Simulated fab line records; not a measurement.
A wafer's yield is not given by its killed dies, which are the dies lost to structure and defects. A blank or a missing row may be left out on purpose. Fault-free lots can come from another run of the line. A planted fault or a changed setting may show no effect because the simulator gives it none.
fab line records	flow nandHarc
record: lots: 6	wafers: 18	lastDay: 23
route steps=1159 shown P_CONTACT@234 P_M0@253 END@1159
lots that met no fault: taken from a fault-free run of the same line
startH: the number of hours between the record's first day and the start of the first shown wafer of the lot	waitH: hours since the lot's step before	" the same as in the row above	L1.1+2: several wafers, shown together as one row	- no value, or no start given	* or withheld: withheld	< > ~ a bound
route shown NAME@n: names a module that has steps shown in the file, with the first one's number in the route	usual: mean and standard deviation over wafers with no fault	same: alike in all rows	chamber/n: place in a boat	sites: each site's reading	_std_site: the standard deviation of these	_edge_site: the outer-site mean with the inner-site mean subtracted	radiusMm: for every site, how far away it sits from the centre of the wafer	mask NAME#n: copy n	behind: the tool/chamber that last shaped the wafer	hold: why the lot was held/for how many hours/how that ended	device: which transistor (n, p or np) failed to switch	end of line: tests run on the same wafers once the route is complete	a step without rows: its recipe alone	killed: dies lost to structure and defects at the first sort, not the wafer's yield	map: a wafer's dies, x killed, . not, _ none there
set.NAME: the setting that was run; set.NAME@STEP: the one run at that earlier step	model.NAME: the simulator's own value behind a step, which no gauge read
certain route steps with their lots: each step a table, each wafer a row
services: from which hour (startH, from the record's first day; less than 0 if before it) a tool's chamber was out of use, for how many hours, and why
== steps ==
step: NHARC_P_CONTACT_INSPECT_14
usual: rawDefectCount: 3.6/1.9
lot.wafer	tool	chamber	startH	waitH	rawDefectCount
L586.2	defectInspect-01	-	117.15	0.0	1
L586.4	"	-	"	"	6
L586.5	"	-	"	"	1
L589.1	defectInspect-02	-	128.87	0.0	0
L589.2	"	-	"	"	2
L589.5	"	-	"	"	1
L591.1	defectInspect-01	-	147.46	0.0	4
L591.3	"	-	"	"	4
L591.4	"	-	"	"	4
L592.1	defectInspect-02	-	151.99	0.0	2
L592.5	"	-	"	"	1
L592.6	"	-	"	"	2
L593.2	defectInspect-02	-	163.28	0.0	6
L593.3	"	-	"	"	3
L593.5	"	-	"	"	6
L605.3	defectInspect-01	-	227.23	0.0	3
L605.5	"	-	"	"	1
L605.6	"	-	"	"	3
step: NHARC_P_CONTACT_DESCUM_17
recipe: timeS: 3	o2FlowSccm: 200	arFlowSccm: 0	biasPowerW: 0	chemistry: O2
usual: drypumpMotorCurrentA: 5.75/0.26	oesProductAu: 0.997/0.012	rfVppV: 57.7/0.87	showerheadPlenumPTorr: 1.89/0.064	throttleValvePct: 11.310/0.0091
same: biasPowerW: 0
lot.wafer	tool	chamber	startH	waitH	drypumpMotorCurrentA	oesProductAu	rfHoursCounterH	rfVppV	showerheadPlenumPTorr	throttleValvePct
L586.4	rieDiel-08	2	117.21	0.1	6.05	0.997	17	56.8	1.81	11.313
L586.2	"	1	"	"	5.35	1.015	12	56.9	1.91	11.314
L586.5	"	3	"	"	5.57	1.005	-	58.2	1.88	11.318
L589.1	rieDiel-11	3	128.94	0.1	5.99	0.994	39	57.7	1.89	11.310
L589.2	"	0	"	"	6.04	1.006	37	57.1	1.84	11.306
L589.5	"	3	"	"	6.00	0.998	-	57.5	1.89	11.305
L591.1	rieDiel-08	3	147.53	0.1	5.58	0.994	1	58.3	1.88	11.309
L591.3	"	0	"	"	5.96	0.999	1	58.5	1.92	11.301
L591.4	"	1	"	"	5.36	0.990	1	57.3	1.91	11.303
L592.1	rieDiel-08	2	152.05	0.1	6.05	1.006	2	57.9	1.80	11.315
L592.6	"	2	"	"	6.06	1.016	-	57.9	1.81	11.304
L592.5	"	3	"	"	5.55	0.990	-	58.9	1.88	11.314
L593.3	rieDiel-08	0	163.35	0.1	5.98	0.989	3	57.3	1.92	11.325
L593.2	"	1	"	"	5.37	0.992	3	57.4	1.91	11.327
L593.5	"	3	"	"	5.54	0.994	-	56.1	1.88	11.317
L605.3	rieDiel-04	0	227.31	0.1	5.67	1.024	9	57.5	1.99	11.320
L605.5	"	2	"	"	5.56	0.988	-	58.3	1.99	11.303
L605.6	"	3	"	"	5.83	0.975	-	56.4	1.82	11.293
step: NHARC_P_CONTACT_ETCH_35
recipe: targetDepthA: 390	overEtchFrac: 0.3	timeS: 65	ionEnergyEv: 80	cf4FlowSccm: 150	arFlowSccm: 0	rfW: 300	biasW: 100	chemistry: CF4
usual: biasW: 100.0/0.33	drypumpMotorCurrentA: 5.75/0.27	oesProductAu: 0.999/0.011	rfVppV: 151.0/1.1	showerheadPlenumPTorr: 1.74/0.056	throttleValvePct: 13.284/0.0094
lot.wafer	tool	chamber	startH	waitH	biasW	drypumpMotorCurrentA	oesProductAu	rfHoursCounterH	rfVppV	showerheadPlenumPTorr	throttleValvePct
L586.2	rieDiel-08	0	117.35	0.1	99.8	5.96	0.993	17	151.2	1.78	13.296
L586.4	"	1	"	"	99.5	5.37	1.012	12	150.8	1.77	13.287
L586.5	"	0	"	"	100.4	5.97	1.002	-	151.7	1.78	13.281
L589.2	rieDiel-11	2	129.03	0.1	100.3	6.40	0.997	32	149.9	1.73	13.286
L589.1	"	0	"	"	99.7	6.08	1.016	37	151.4	1.70	13.299
L589.5	"	2	"	"	100.0	6.43	0.999	-	149.8	1.73	13.290
L591.4	rieDiel-08	1	147.60	0.1	100.6	5.36	0.992	1	152.5	1.77	13.282
L591.3	"	2	"	"	99.9	6.04	1.009	2	150.3	1.68	13.286
L591.1	"	3	"	"	99.9	5.56	1.003	1	150.0	1.74	13.274
L592.1	rieDiel-08	0	152.16	0.1	99.8	6.00	1.010	1	153.0	1.78	13.300
L592.5	"	1	"	"	99.4	5.36	0.993	-	152.3	1.77	13.274
L592.6	"	2	"	"	100.7	6.05	1.020	-	150.7	1.68	13.288
L593.2	rieDiel-08	3	163.43	0.1	99.8	5.57	0.985	3	152.2	1.74	13.278
L593.3	"	0	"	"	100.2	5.97	1.000	3	150.2	1.78	13.280
L593.5	"	1	"	"	100.8	5.36	0.997	-	151.9	1.77	13.287
L605.3	rieDiel-04	2	227.38	0.1	99.8	5.49	0.992	8	151.8	1.83	13.276
L605.5	"	1	"	"	100.2	5.73	1.007	-	148.7	1.68	13.281
L605.6	"	2	"	"	99.6	5.55	0.988	-	151.8	1.83	13.277
step: NHARC_P_CONTACT_ETCH_36
recipe: targetDepthA: 2600	overEtchFrac: 0.25	timeS: 406.25	ionEnergyEv: 200	n2FlowSccm: 150	h2FlowSccm: 150	arFlowSccm: 0	rfW: 400	biasW: 150	chemistry: N2/H2
step: NHARC_P_CONTACT_ETCH_18
recipe: targetDepthA: 4810	timeS: 240.5	c4f8FlowSccm: 20	o2FlowSccm: 10	arFlowSccm: withheld	rfW: 600	biasW: 1500	chemistry: C4F8/O2/Ar
step: NHARC_P_CONTACT_STRIP_37
recipe: c4f8FlowSccm: withheld	o2FlowSccm: 8	arFlowSccm: withheld	biasW: 0	chemistry: C4F8/O2/Ar
step: NHARC_P_CONTACT_ETCH_31
recipe: targetDepthA: 300	timeS: 85.7	ionEnergyEv: 120	overEtchFrac: 1	ch3fFlowSccm: 50	o2FlowSccm: 30	arFlowSccm: 200	rfW: 500	biasW: 100	chemistry: CH3F/O2
step: NHARC_P_CONTACT_CD_MEAS_19
usual: cdNm: 91.0/2.1
lot.wafer	tool	chamber	startH	waitH	cdNm
L586.2	cdSem-03	-	118.14	-	93.6
L586.4	"	-	"	"	86.1
L586.5	"	-	"	"	89.7
L589.1	cdSem-03	-	129.82	-	89.1
L589.2	"	-	"	"	94.0
L589.5	"	-	"	"	91.4
L591.1	cdSem-03	-	148.39	-	91.4
L591.3	"	-	"	"	91.3
L591.4	"	-	"	"	88.0
L592.1	cdSem-03	-	152.92	-	92.1
L592.5	"	-	"	"	91.5
L592.6	"	-	"	"	92.5
L593.2	cdSem-02	-	164.35	-	94.1
L593.3	"	-	"	"	87.6
L593.5	"	-	"	"	94.6
L605.3	cdSem-03	-	228.17	-	90.9
L605.5	"	-	"	"	86.6
L605.6	"	-	"	"	91.6
step: NHARC_P_CONTACT_STRIP_28
recipe: o2FlowSccm: 500	arFlowSccm: 0	biasW: 0	chemistry: O2
step: NHARC_P_CONTACT_STRIP_29
recipe: timeS: 1200	tempC: 72.5	chemistry: postEtchResidueRemover
step: NHARC_P_CONTACT_DEGAS_38
recipe: tempC: 300	timeS: 60
step: NHARC_P_CONTACT_PRE_CLEAN_39
recipe: timeS: 19.5	biasV: 250	gas: Ar
step: NHARC_P_CONTACT_PVD_32
recipe: targetThkA: 50	chamberPressurePa: 5	powerW: 5000	substrateTempC: 200	timeS: 17.7	material: Ti
usual: throttleValvePct: 30.1/0.92
lot.wafer	tool	chamber	startH	waitH	throttleValvePct
L586.4	pvdSputter-01	-	119.00	-	29.4
L586.2	"	-	"	"	31.5
L586.5	"	-	"	"	29.0
L589.2	pvdSputter-02	-	130.67	-	30.1
L589.1	"	-	"	"	31.3
L589.5	"	-	"	"	30.5
L591.3	pvdSputter-02	-	149.25	-	31.4
L591.4	"	-	"	"	30.2
L591.1	"	-	"	"	30.4
L592.1	pvdSputter-01	-	153.78	-	29.3
L592.6	"	-	"	"	29.4
L592.5	"	-	"	"	30.9
L593.2	pvdSputter-02	-	165.19	-	30.1
L593.3	"	-	"	"	31.2
L593.5	"	-	"	"	31.1
L605.3	pvdSputter-01	-	229.09	-	31.1
L605.6	"	-	"	"	30.2
L605.5	"	-	"	"	31.2
step: NHARC_P_CONTACT_ALD_22
recipe: targetThkA: 30	pulseTimeS: 1	aldCycles: 150	tempC: 450	material: TiN
usual: heaterPowerOuterW: 695/79	heaterPowerW: 1098/100	precursorPulseHeightRel: 1.002/0.02
lot.wafer	tool	chamber	startH	waitH	heaterPowerOuterW	heaterPowerW	precursorPulseHeightRel
L586.4	aldMetal-03	3	119.14	-	649	1077	0.990
L586.2	"	0	"	"	661	1119	1.040
L586.5	"	1	"	"	796	1207	0.969
L589.1	aldMetal-01	2	130.79	-	626	1075	1.001
L589.2	"	3	"	"	753	1061	1.020
L589.5	"	2	"	"	629	1085	1.003
L591.3	aldMetal-02	2	149.36	-	762	1222	1.006
L591.4	"	3	"	"	742	1271	0.998
L591.1	"	0	"	"	761	1024	0.991
L592.1	aldMetal-02	2	153.93	-	758	1237	0.997
L592.5	"	0	"	"	740	1070	1.018
L592.6	"	1	"	"	596	1028	1.003
L593.3	aldMetal-02	0	165.30	-	752	1062	1.021
L593.2	"	2	"	"	777	1261	0.992
L593.5	"	0	"	"	751	1044	0.989
L605.3	aldMetal-02	1	229.24	-	561	990	0.979
L605.5	"	0	"	"	737	1028	1.001
L605.6	"	1	"	"	579	974	0.991
step: NHARC_P_CONTACT_CVD_23
recipe: targetThkA: 2000	tempC: 300	pressureTorr: 40	wf6FlowSccm: 40	h2FlowSccm: 1600	arFlowSccm: 1560	timeS: 557	material: W
step: NHARC_P_CONTACT_CMP_24
recipe: tOverpolishS: 30	targetThkNm: 200
step: NHARC_P_CONTACT_SRD_26
step: NHARC_P_M0_DEP_00
recipe: targetThkA: 1500	targetThkNm: 150	tempC: withheld	pressureTorr: 5	flowSccm: 200	rfW: 600	material: SiOC
step: NHARC_P_M0_DEHYDRATE_01
recipe: tempC: 150	timeS: 120
step: NHARC_P_M0_HMDS_02
recipe: timeS: 30
step: NHARC_P_M0_COAT_33
recipe: tempC: 200	timeS: 65
step: NHARC_P_M0_COAT_03
recipe: spinRpm: 1500	resistThkNm: 90
step: NHARC_P_M0_SOFTBAKE_04
recipe: tempC: 105	timeS: 55
step: NHARC_P_M0_EBR_05
step: NHARC_P_M0_EXPOSE_06
recipe: na: 1.35	targetCdNm: 90	doseMj: 81.28	maskId: P_M0
step: NHARC_P_M0_PEB_07
recipe: pebTempC: 100	pebTimeS: 65
step: NHARC_P_M0_DEVELOP_08
recipe: developTimeS: 35	devTempC: 23
step: NHARC_P_M0_CD_MEAS_09
recipe: targetCdNm: 90	landingEnergyEv: 500
usual: cdNm: 90.0/0.69
lot.wafer	tool	chamber	startH	waitH	cdNm
L586.2	cdSem-01	0	126.96	-	88.9
L586.4	"	0	"	"	88.7
L586.5	"	0	"	"	88.9
L589.1	cdSem-02	0	137.29	-	88.9
L589.2	"	0	"	"	89.2
L589.5	"	0	"	"	88.5
L591.1	cdSem-03	0	151.53	-	89.9
L591.3	"	0	"	"	90.6
L591.4	"	0	"	"	90.8
L592.1	cdSem-01	0	161.89	-	90.1
L592.5	"	0	"	"	89.1
L592.6	"	0	"	"	90.9
L593.2	cdSem-02	0	172.14	-	90.6
L593.3	"	0	"	"	90.8
L593.5	"	0	"	"	90.0
L605.3	cdSem-02	0	231.53	-	91.0
L605.5	"	0	"	"	90.2
L605.6	"	0	"	"	89.8
step: NHARC_P_M0_OVL_MEAS_10
recipe: pitchNm: 180
usual: overlayXNm: 0.1/0.61	overlayYNm: 0.0/0.81
lot.wafer	tool	chamber	startH	waitH	overlayXNm	overlayYNm
L586.2	overlay-02	-	127.05	-	0.7	-1.2
L586.4	"	-	"	"	0.3	-0.8
L586.5	"	-	"	"	0.4	-1.3
L589.1	overlay-02	-	137.38	-	-0.5	-0.2
L589.2	"	-	"	"	-0.7	-0.5
L589.5	"	-	"	"	-0.3	-0.7
L591.1	overlay-02	-	151.62	-	-0.3	0.5
L591.3	"	-	"	"	0.0	0.0
L591.4	"	-	"	"	0.1	0.4
L592.1	overlay-01	-	161.98	-	0.8	-0.1
L592.5	"	-	"	"	-0.1	-0.6
L592.6	"	-	"	"	-0.3	0.0
L593.2	overlay-02	-	172.23	-	-0.1	-0.1
L593.3	"	-	"	"	-0.1	0.1
L593.5	"	-	"	"	-0.1	0.1
L605.3	overlay-02	-	231.62	-	0.2	-0.6
L605.5	"	-	"	"	-0.3	-0.7
L605.6	"	-	"	"	-0.1	-0.6
step: NHARC_P_M0_DESCUM_14
recipe: timeS: 3	o2FlowSccm: 200	arFlowSccm: 0	biasPowerW: 0	chemistry: O2
step: NHARC_P_M0_ETCH_34
recipe: targetDepthA: 400	overetchA: 120	timeS: 43.94	ionEnergyEv: 200	n2FlowSccm: 150	h2FlowSccm: 150	arFlowSccm: 0	rfW: 400	biasW: 150	chemistry: N2/H2
usual: biasW: 150.0/0.46	drypumpMotorCurrentA: 5.7/0.51	oesProductAu: 0.999/0.012	rfVppV: 431.0/2.3	showerheadPlenumPTorr: 2.06/0.078	throttleValvePct: 14.172/0.0088
lot.wafer	tool	chamber	startH	waitH	biasW	drypumpMotorCurrentA	oesProductAu	rfHoursCounterH	rfVppV	showerheadPlenumPTorr	throttleValvePct
L586.4	rieDiel-13	1	127.23	0.1	151.0	5.7	1.008	2	433.8	2.14	14.171
L586.2	"	2	"	"	149.6	5.9	1.004	1	429.8	2.02	14.148
L586.5	"	0	"	"	149.6	5.8	0.980	-	430.5	2.02	14.162
L589.2	rieDiel-13	2	137.56	0.1	149.8	5.8	0.997	2	431.1	2.02	14.153
L589.1	"	3	"	"	149.7	4.6	0.992	1	431.7	2.09	14.183
L589.5	"	2	"	"	149.2	5.8	1.007	-	429.3	2.02	14.186
L591.4	rieDiel-06	3	151.80	0.1	149.9	5.5	1.009	5	432.5	2.09	14.182
L591.1	"	1	"	"	149.7	6.5	1.004	5	428.9	2.00	14.172
L591.3	"	2	"	"	149.2	5.6	0.988	5	428.6	1.97	14.161
L592.1	rieDiel-01	0	162.18	0.1	149.3	6.2	1.023	1	428.2	1.96	14.177
L592.5	"	0	"	"	149.9	6.2	1.028	-	429.3	1.96	14.157
L592.6	"	1	"	"	149.9	4.8	0.995	-	433.2	2.15	14.175
L593.3	rieDiel-06	2	172.42	0.1	150.2	5.7	0.983	7	430.2	1.97	14.178
L593.2	"	0	"	"	149.4	6.3	1.000	6	434.0	2.17	14.177
L593.5	"	1	"	"	149.1	6.5	1.012	-	429.1	2.00	14.169
L605.3	rieDiel-13	1	231.81	0.1	149.9	5.7	1.004	10	433.8	2.14	14.178
L605.6	"	0	"	"	150.2	5.8	0.981	-	429.7	2.01	14.163
L605.5	"	1	"	"	150.0	5.7	0.998	-	433.5	2.14	14.162
step: NHARC_P_M0_ETCH_15
recipe: targetDepthA: 1500	overetchA: 150	timeS: 82.5	c4f8FlowSccm: withheld	arFlowSccm: 400	rfW: 600	biasW: 300	chemistry: C4F8/Ar
usual: biasW: 300.1/0.92	oesProductAu: 0.956/0.021	rfVppV: 441.4/2.3
lot.wafer	tool	chamber	startH	waitH	biasW	oesProductAu	rfHoursCounterH	rfVppV
L586.2	rieDiel-13	0	-	-	300.3	0.943	1	440.5
L586.4	"	1	"	"	300.5	0.983	2	443.9
L586.5	"	0	"	"	300.5	0.938	-	440.1
L589.1	rieDiel-13	1	-	-	300.4	0.953	2	445.0
L589.2	"	2	"	"	299.4	0.972	2	440.3
L589.5	"	0	"	"	299.7	0.940	-	439.8
L591.4	rieDiel-06	2	-	-	299.4	0.947	5	439.2
L591.3	"	3	"	"	301.0	0.960	5	442.0
L591.1	"	0	"	"	300.7	0.947	5	444.6
L592.1	rieDiel-01	3	-	-	298.6	0.969	1	444.7
L592.5	"	2	"	"	300.7	0.964	-	436.6
L592.6	"	3	"	"	300.8	0.973	-	443.4
L593.2	rieDiel-06	0	-	-	299.1	0.933	6	446.0
L593.3	"	1	"	"	297.1	0.943	6	440.1
L593.5	"	1	"	"	298.8	0.949	-	440.6
L605.3	rieDiel-13	0	-	-	299.8	0.910	9	439.3
L605.6	"	3	"	"	301.6	0.927	-	442.5
L605.5	"	0	"	"	298.3	0.913	-	441.2
step: NHARC_P_M0_CD_MEAS_16
usual: cdNm: 89.9/1
lot.wafer	tool	chamber	startH	waitH	cdNm
L586.2	cdSem-03	-	127.47	-	88.6
L586.4	"	-	"	"	89.8
L586.5	"	-	"	"	88.4
L589.1	cdSem-01	-	137.77	-	88.2
L589.2	"	-	"	"	90.9
L589.5	"	-	"	"	89.3
L591.1	cdSem-02	-	152.02	-	89.5
L591.3	"	-	"	"	90.6
L591.4	"	-	"	"	90.2
L592.1	cdSem-02	-	162.39	-	90.1
L592.5	"	-	"	"	89.8
L592.6	"	-	"	"	91.5
L593.2	cdSem-02	-	172.63	-	90.9
L593.3	"	-	"	"	90.6
L593.5	"	-	"	"	90.4
L605.3	cdSem-02	-	232.02	-	89.9
L605.5	"	-	"	"	90.3
L605.6	"	-	"	"	89.6
step: NHARC_P_M0_STRIP_18
recipe: powerW: 1000	n2FlowSccm: 150	h2FlowSccm: 150	arFlowSccm: 0	biasW: 0	chemistry: N2/H2
step: NHARC_P_M0_STRIP_19
recipe: timeS: 600	tempC: 30	chemistry: postEtchResidueRemover
step: NHARC_P_M0_DEGAS_28
recipe: tempC: 250	timeS: 60
step: NHARC_P_M0_PRE_CLEAN_29
recipe: timeS: 30	tempC: 280	gas: H2/He
step: NHARC_P_M0_PVD_20
recipe: targetThkA: 50	biasV: 168.6	powerW: 15000	chamberPressurePa: 0.12	timeS: 8.06	substrateTempC: 50	material: TaN
step: NHARC_P_M0_PVD_21
recipe: targetThkA: 300	chamberPressurePa: 5	powerW: 5000	substrateTempC: 30	timeS: 20.49	material: Cu
step: NHARC_END_SORT_01
recipe: tempC: 25
usual: killedAtArray: 29/11	killedAtOther: 0.6/1	killedAtPeriphery: 3.1/2.1	killedDies: 33/11	killedOpen: 3.1/1.9	killedShort: 1.9/1.5
same: grossDies: 677
lot.wafer	tool	chamber	startH	waitH	killedAtArray	killedAtOther	killedAtPeriphery	killedDies	killedOpen	killedShort
L589.1	prober-02	0	449.60	2.5	49	1	1	51	6	4
L589.2	prober-02	0	450.40	2.8	27	1	2	30	3	2
L589.5	prober-02	0	452.81	3.7	28	2	0	30	2	1
L591.1	prober-01	0	471.48	2.5	32	1	37	70	7	2
L591.3	prober-01	0	473.12	3.2	23	0	76	99	0	1
L591.4	prober-01	0	473.94	3.5	14	1	80	95	4	1
L586.2	prober-02	0	480.01	2.8	15	3	0	18	5	0
L586.4	prober-02	0	481.58	3.4	19	1	4	24	1	4
L586.5	prober-02	0	482.37	3.7	29	0	1	30	2	2
L592.1	prober-02	0	494.19	2.5	25	0	5	30	3	4
L592.5	prober-02	0	497.42	3.7	22	0	3	25	1	3
L592.6	prober-02	0	498.23	4.0	25	0	4	29	2	3
L593.2	prober-01	0	502.77	2.8	30	0	88	118	2	3
L593.3	prober-01	0	503.56	3.1	31	1	88	120	5	1
L593.5	prober-01	0	505.15	3.7	31	0	84	115	1	1
L605.3	prober-02	0	558.40	3.1	44	1	1	46	3	2
L605.5	prober-02	0	560.02	3.7	42	0	2	44	4	3
L605.6	prober-02	0	560.83	4.1	42	0	2	44	1	2
killed by level:class
L589.1 A_CHANNEL_HOLE_D1:chamberFilmFlake=19 A_CONTACT:chamberFilmFlake=8 A_CHANNEL_FILL_D1:chamberFilmFlake=5 A_CONTACT:geometricParticle:open=3 A_SGD_CUT:chamberFilmFlake=3 A_CHANNEL_FILL_D1:geometricParticle:open=2 A_WL_FILL:geometricParticle:short=2 A_SLIT:chamberFilmFlake=2
L589.2 A_CHANNEL_HOLE_D1:chamberFilmFlake=11 A_CONTACT:chamberFilmFlake=5 A_SGD_CUT:chamberFilmFlake=4 A_CHANNEL_FILL_D1:chamberFilmFlake=3 P_M0:geometricParticle:open=1 P_M0:geometricParticle:short=1 A_CHANNEL_FILL_D1:geometricParticle:open=1 A_CHANNEL_FILL_D1:geometricParticle:short=1
L589.5 A_CHANNEL_HOLE_D1:chamberFilmFlake=14 A_CONTACT:chamberFilmFlake=4 A_SGD_CUT:chamberFilmFlake=3 A_CHANNEL_FILL_D1:chamberFilmFlake=3 A_CHANNEL_FILL_D1:geometricParticle:open=1 A_BLC:geometricParticle:open=1 STARTING-WAFER:geometricParticle:short=1 A_SLIT:chamberFilmFlake=1
L591.1 P_CONTACT:unspecified=34 A_SLIT:chamberFilmFlake=14 A_CONTACT:chamberFilmFlake=3 A_CHANNEL_HOLE_D1:chamberFilmFlake=2 A_M0:chamberFilmFlake=2 P_CONTACT:geometricParticle:open=1 P_M1:geometricParticle:open=1 A_SOURCE_PLATE:geometricParticle:open=1
L591.3 P_CONTACT:unspecified=75 A_SLIT:chamberFilmFlake=14 A_STAIRCASE:chamberFilmFlake=3 A_CHANNEL_HOLE_D1:chamberFilmFlake=2 A_WL_FILL:chamberFilmFlake=2 P_CONTACT:geometricParticle:short=1 A_CONTACT:chamberFilmFlake=1 A_M0:chamberFilmFlake=1
L591.4 P_CONTACT:unspecified=72 A_CHANNEL_HOLE_D1:chamberFilmFlake=4 P_STI:chamberFilmFlake=3 A_CONTACT:chamberFilmFlake=3 P_ZERO_WELL:chamberFilmFlake=2 A_SLIT:chamberFilmFlake=2 P_GATE:geometricParticle:open=1 P_M1:geometricParticle:open=1
L586.2 A_SLIT:chamberFilmFlake=5 THIN_TSV:chamberFilmFlake=3 A_CONTACT:geometricParticle:open=2 A_CHANNEL_HOLE_D1:chamberFilmFlake=2 A_CONTACT:chamberFilmFlake=2 A_CHANNEL_FILL_D1:geometricParticle:open=1 A_WL_FILL:geometricParticle:open=1 A_M1:geometricParticle:open=1
L586.4 A_SLIT:chamberFilmFlake=9 A_CONTACT:chamberFilmFlake=4 A_WL_FILL:geometricParticle:short=2 A_CHANNEL_HOLE_D1:chamberFilmFlake=2 P_M0:geometricParticle:short=1 P_M1:geometricParticle:short=1 A_ONON_D1:geometricParticle:open=1 P_STI:chamberFilmFlake=1
L586.5 A_SLIT:chamberFilmFlake=15 A_CONTACT:chamberFilmFlake=4 A_WL_FILL:chamberFilmFlake=3 A_ZERO_WELL:chamberFilmFlake=2 A_CHANNEL_HOLE_D1:chamberFilmFlake=2 P_M0:geometricParticle:short=1 A_ONON_D1:geometricParticle:short=1 A_CHANNEL_HOLE_D1:geometricParticle:open=1
L592.1 A_CHANNEL_HOLE_D1:chamberFilmFlake=15 A_STAIRCASE:chamberFilmFlake=3 A_CONTACT:chamberFilmFlake=3 P_GATE:geometricParticle:short=1 P_GATE:geometricParticle:open=1 P_CONTACT:geometricParticle:short=1 P_CONTACT:geometricParticle:open=1 A_ONON_D1:geometricParticle:short=1
L592.5 A_CHANNEL_HOLE_D1:chamberFilmFlake=12 A_CHANNEL_FILL_D1:chamberFilmFlake=3 A_CONTACT:chamberFilmFlake=3 P_CONTACT:geometricParticle:short=2 A_STAIRCASE:chamberFilmFlake=2 P_M0:geometricParticle:open=1 A_ONON_D1:geometricParticle:short=1 A_WL_FILL:chamberFilmFlake=1
L592.6 A_CHANNEL_HOLE_D1:chamberFilmFlake=18 A_CONTACT:chamberFilmFlake=3 P_CONTACT:geometricParticle:short=2 A_WL_FILL:chamberFilmFlake=2 P_CONTACT:geometricParticle:open=1 A_SOURCE_PLATE:geometricParticle:open=1 A_CHANNEL_FILL_D1:geometricParticle:short=1 P_GATE:chamberFilmFlake=1
L593.2 P_CONTACT:unspecified=79 A_SLIT:chamberFilmFlake=13 A_CHANNEL_HOLE_D1:chamberFilmFlake=12 P_STI:chamberFilmFlake=6 P_M2:geometricParticle:open=1 P_M2:geometricParticle:short=1 A_CHANNEL_FILL_D1:geometricParticle:open=1 A_WL_FILL:geometricParticle:short=1
L593.3 P_CONTACT:unspecified=87 A_CHANNEL_HOLE_D1:chamberFilmFlake=12 A_SLIT:chamberFilmFlake=11 A_STAIRCASE:chamberFilmFlake=3 A_CONTACT:geometricParticle:open=2 A_ONON_D1:geometricParticle:open=1 A_CHANNEL_FILL_D1:geometricParticle:open=1 A_M0:geometricParticle:open=1
L593.5 P_CONTACT:unspecified=80 A_SLIT:chamberFilmFlake=17 A_CHANNEL_HOLE_D1:chamberFilmFlake=10 P_STI:chamberFilmFlake=3 A_ONON_D1:geometricParticle:short=1 A_CONTACT:geometricParticle:open=1 P_GATE:chamberFilmFlake=1 A_STAIRCASE:chamberFilmFlake=1
L605.3 A_SLIT:chamberFilmFlake=19 A_CHANNEL_HOLE_D1:chamberFilmFlake=9 A_STAIRCASE:chamberFilmFlake=5 A_CONTACT:chamberFilmFlake=5 A_CHANNEL_HOLE_D1:geometricParticle:open=1 A_CHANNEL_FILL_D1:geometricParticle:open=1 A_WL_FILL:geometricParticle:short=1 A_M0:geometricParticle:open=1
L605.5 A_SLIT:chamberFilmFlake=22 A_CHANNEL_HOLE_D1:chamberFilmFlake=6 A_STAIRCASE:chamberFilmFlake=4 A_CONTACT:chamberFilmFlake=3 P_GATE:geometricParticle:open=2 A_M0:geometricParticle:short=2 A_WL_FILL:chamberFilmFlake=2 A_SOURCE_PLATE:geometricParticle:open=1
L605.6 A_SLIT:chamberFilmFlake=17 A_CHANNEL_HOLE_D1:chamberFilmFlake=12 A_CONTACT:chamberFilmFlake=7 A_STAIRCASE:chamberFilmFlake=4 P_M0:geometricParticle:open=1 P_M0:geometricParticle:short=1 A_CHANNEL_HOLE_D1:geometricParticle:short=1 A_WL_FILL:chamberFilmFlake=1
map L591.3 (x killed, . not)
____________.____________
_________.....x._________
_______..........._______
______.............______
_____..............._____
____....x............____
____.................____
___..x................___
___...................___
__....................x__
__.....................__
_......................._
_..............x........_
_......................._
_......................._
_..x...................._
.........................
.........................
..................xx.....
................x.xx.....
...............xxxxxxx...
_........x.xx..xxxxx...._
_.......x.x.x.xxxxxxx..._
_......x..x..x.xxxxxx..._
_.......x.....xxxxxxx.x._
_..........x..xxxxxxxx.._
__.........xxxxxxxxxxx.__
__...x....x...xxxxxx.x.__
___.............xxxxx.___
___...........xxx.xx..___
____............xxxx.____
____.................____
_____.............x._____
______...........x.______
_______..........._______
_________......._________
____________.____________
map L593.3 (x killed, . not)
____________.____________
_________......._________
_______........x.._______
______x............______
_____x.xx..........._____
____...x.x...........____
____x..x.............____
___....x......x.......___
___....xx.............___
__.....................__
__.....................__
_.....x................._
_......................._
_............x.........._
_......................._
_.................x....._
.........................
........x..........x.....
........x.........x......
................xxxx.....
....x.......xxxxxx.xx....
_.........x..xxxxxxxx..._
_.x......x.xx.xxxxxxxx.._
_..........x..xxxxxxxx.._
_.........x...xxxxxxxxx._
_........x.x...xxxxxxxxx_
__............xxxxxxxxx__
__............xxxxxxxx.__
___............xxxxxxx___
___.............xxxx..___
____.............xxx.____
____.............x.xx____
_____..............._____
______....x......x.______
_______..........._______
_________......._________
____________.____________
== services ==
tool	chamber	startH	hours	kind
rieDiel-13	2	94.41	8.3	repair
rieDiel-11	1	95.68	3.4	repair
rieDiel-13	3	97.22	4.7	repair
rieDiel-13	-	99.23	9.0	pm
rieDiel-11	-	103.09	0.9	repair
rieDiel-01	3	110.92	4.1	repair
rieDiel-04	-	111.90	9.0	pm
pvdSputter-01	-	121.60	3.0	repair
rieDiel-08	-	124.80	9.0	pm
rieDiel-01	1	127.68	7.2	repair
rieDiel-01	-	137.80	9.0	pm
rieDiel-13	2	144.91	2.9	repair
pvdSputter-01	-	149.57	1.4	repair
pvdSputter-02	-	152.70	2.4	repair
pvdSputter-01	-	158.00	10.0	pm
aldMetal-02	-	160.68	1.1	repair
pvdSputter-01	-	173.37	2.2	repair
rieDiel-08	2	175.06	6.6	repair
aldMetal-02	0	182.92	27.0	repair
rieDiel-04	2	185.65	9.5	repair
aldMetal-02	-	186.00	10.0	pm
rieDiel-08	3	188.22	1.2	repair
rieDiel-08	1	202.74	2.6	repair
pvdSputter-02	-	214.00	10.0	pm
== key ==
firstSign: step: NHARC_END_SORT_01	reading: killedAtPeriphery	direction: up	sigmas: 34	usual: 3.1	struck: 75.5
effect: step: NHARC_END_SORT_01	reading: killedDies	direction: up	sigmas: 6.6	usual: 33	struck: 103
moreKillsBornAt: NHARC_P_CONTACT_PVD_32@pvdSputter-02: 427
metAt NHARC_P_CONTACT_PVD_32
struckWafers L591.1,L591.3,L591.4,L593.2,L593.3,L593.5
testerLeftOut L591,L593
onsetBetween 130.67 149.25
alsoFits NHARC_P_M0_ETCH_34:rieDiel-06,NHARC_P_M0_ETCH_15:rieDiel-06
fault: kind: chamberParticleSource	tool: pvdSputter-02	chamber: -	onsetH: 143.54	steps: NHARC_P_CONTACT_PVD_32	ratePerVisitCm2: 0.68245	endH: 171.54
testerLeftOut: of these lots the tester's yield and bins aren't shown, on N5 and GAA mostly nor the transistor test; their killed dies are dies lost to structure and defects alone, not to doping, threshold or leakage, so they don't give the yield
